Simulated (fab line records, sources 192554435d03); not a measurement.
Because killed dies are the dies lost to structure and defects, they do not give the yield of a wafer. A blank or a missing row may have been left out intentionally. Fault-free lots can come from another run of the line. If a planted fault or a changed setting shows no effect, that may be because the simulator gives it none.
Chamber matching / flow n5 finfet / 4 sister chambers for N5_BEOL_M0_SAQP_ETCH_88 on rie diel-03
The step etches underlayer in N2/H2, target depth 6.5 nm, time 5.2 s. 16 wafers are shown with their chamber, then 8 later ones without.

== EACH WAFER AND ITS CHAMBER ==
wafer=L077.2; chamber=3; showerhead plenum p Torr (Torr)=2.49; drypump motor current A (A)=4.8; oes product au (a.u.)=0.75
wafer=L077.5; chamber=0; showerhead plenum p Torr (Torr)=2.42; drypump motor current A (A)=5.3; oes product au (a.u.)=0.60
wafer=L077.6; chamber=1; showerhead plenum p Torr (Torr)=2.59; drypump motor current A (A)=5.9; oes product au (a.u.)=0.77
wafer=L081.1; chamber=0; showerhead plenum p Torr (Torr)=2.41; drypump motor current A (A)=5.2; oes product au (a.u.)=0.60
wafer=L081.3; chamber=2; showerhead plenum p Torr (Torr)=2.68; drypump motor current A (A)=5.4; oes product au (a.u.)=0.71
wafer=L081.5; chamber=1; showerhead plenum p Torr (Torr)=2.58; drypump motor current A (A)=5.9; oes product au (a.u.)=0.75
wafer=L082.1; chamber=3; showerhead plenum p Torr (Torr)=2.48; drypump motor current A (A)=4.7; oes product au (a.u.)=0.74
wafer=L082.4; chamber=1; showerhead plenum p Torr (Torr)=2.58; drypump motor current A (A)=5.9; oes product au (a.u.)=0.76
wafer=L082.5; chamber=1; showerhead plenum p Torr (Torr)=2.58; drypump motor current A (A)=5.9; oes product au (a.u.)=0.77
wafer=L083.2; chamber=0; showerhead plenum p Torr (Torr)=2.41; drypump motor current A (A)=5.2; oes product au (a.u.)=0.60
wafer=L083.5; chamber=1; showerhead plenum p Torr (Torr)=2.58; drypump motor current A (A)=6.0; oes product au (a.u.)=0.76
wafer=L083.6; chamber=2; showerhead plenum p Torr (Torr)=2.68; drypump motor current A (A)=5.4; oes product au (a.u.)=0.72
wafer=L086.1; chamber=0; showerhead plenum p Torr (Torr)=2.41; drypump motor current A (A)=5.2; oes product au (a.u.)=0.60
wafer=L086.2; chamber=3; showerhead plenum p Torr (Torr)=2.48; drypump motor current A (A)=4.7; oes product au (a.u.)=0.72
wafer=L086.3; chamber=1; showerhead plenum p Torr (Torr)=2.58; drypump motor current A (A)=5.9; oes product au (a.u.)=0.75
wafer=L090.3; chamber=2; showerhead plenum p Torr (Torr)=2.67; drypump motor current A (A)=5.4; oes product au (a.u.)=0.71

SIGNATURES (averages over the wafers above)
reading=showerhead plenum p Torr; chamber 0=2.4125; chamber 1=2.5817; chamber 2=2.6767; chamber 3=2.4833; scatter within a chamber=0.00493
reading=drypump motor current A; chamber 0=5.225; chamber 1=5.917; chamber 2=5.400; chamber 3=4.733; scatter within a chamber=0.0433
reading=oes product au; chamber 0=0.6000; chamber 1=0.7600; chamber 2=0.7133; chamber 3=0.7367; scatter within a chamber=0.00882
Rule: a wafer lies at a distance from a chamber equal to the root of the sum of squares, over the readings, of (its reading less the chamber's mean, divided by the reading's scatter). The wafer belongs to the nearest chamber; if the next one is less than 2 further off, it can't be placed. The scatter: take each reading less its chamber's mean, square it, sum over the shown wafers, divide by the number of wafers less the number of chambers, and take the root.

== WAFERS WITH NO CHAMBER GIVEN ==
wafer=L090.5; showerhead plenum p Torr (Torr)=2.57; drypump motor current A (A)=6.0; oes product au (a.u.)=0.73
wafer=L090.6; showerhead plenum p Torr (Torr)=2.67; drypump motor current A (A)=5.4; oes product au (a.u.)=0.70
wafer=L095.3; showerhead plenum p Torr (Torr)=2.72; drypump motor current A (A)=5.3; oes product au (a.u.)=0.81
wafer=L095.4; showerhead plenum p Torr (Torr)=2.67; drypump motor current A (A)=5.4; oes product au (a.u.)=0.69
wafer=L095.5; showerhead plenum p Torr (Torr)=2.47; drypump motor current A (A)=4.8; oes product au (a.u.)=0.71
wafer=L096.3; showerhead plenum p Torr (Torr)=2.57; drypump motor current A (A)=5.9; oes product au (a.u.)=0.72
wafer=L096.4; showerhead plenum p Torr (Torr)=2.72; drypump motor current A (A)=5.2; oes product au (a.u.)=0.81
wafer=L096.5; showerhead plenum p Torr (Torr)=2.72; drypump motor current A (A)=5.3; oes product au (a.u.)=0.80

== CHAMBER TAKEN BY EACH ==
wafer=L090.5; from the rows above=1; in truth=1
wafer=L090.6; from the rows above=2; in truth=2
wafer=L095.3; from the rows above=2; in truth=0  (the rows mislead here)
wafer=L095.4; from the rows above=2; in truth=2
wafer=L095.5; from the rows above=3; in truth=3
wafer=L096.3; from the rows above=1; in truth=1
wafer=L096.4; from the rows above=2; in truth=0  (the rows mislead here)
wafer=L096.5; from the rows above=2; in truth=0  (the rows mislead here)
Correctly placed: 5 of 8. Number that these rows cannot place: 0. Wrongly placed: 3.
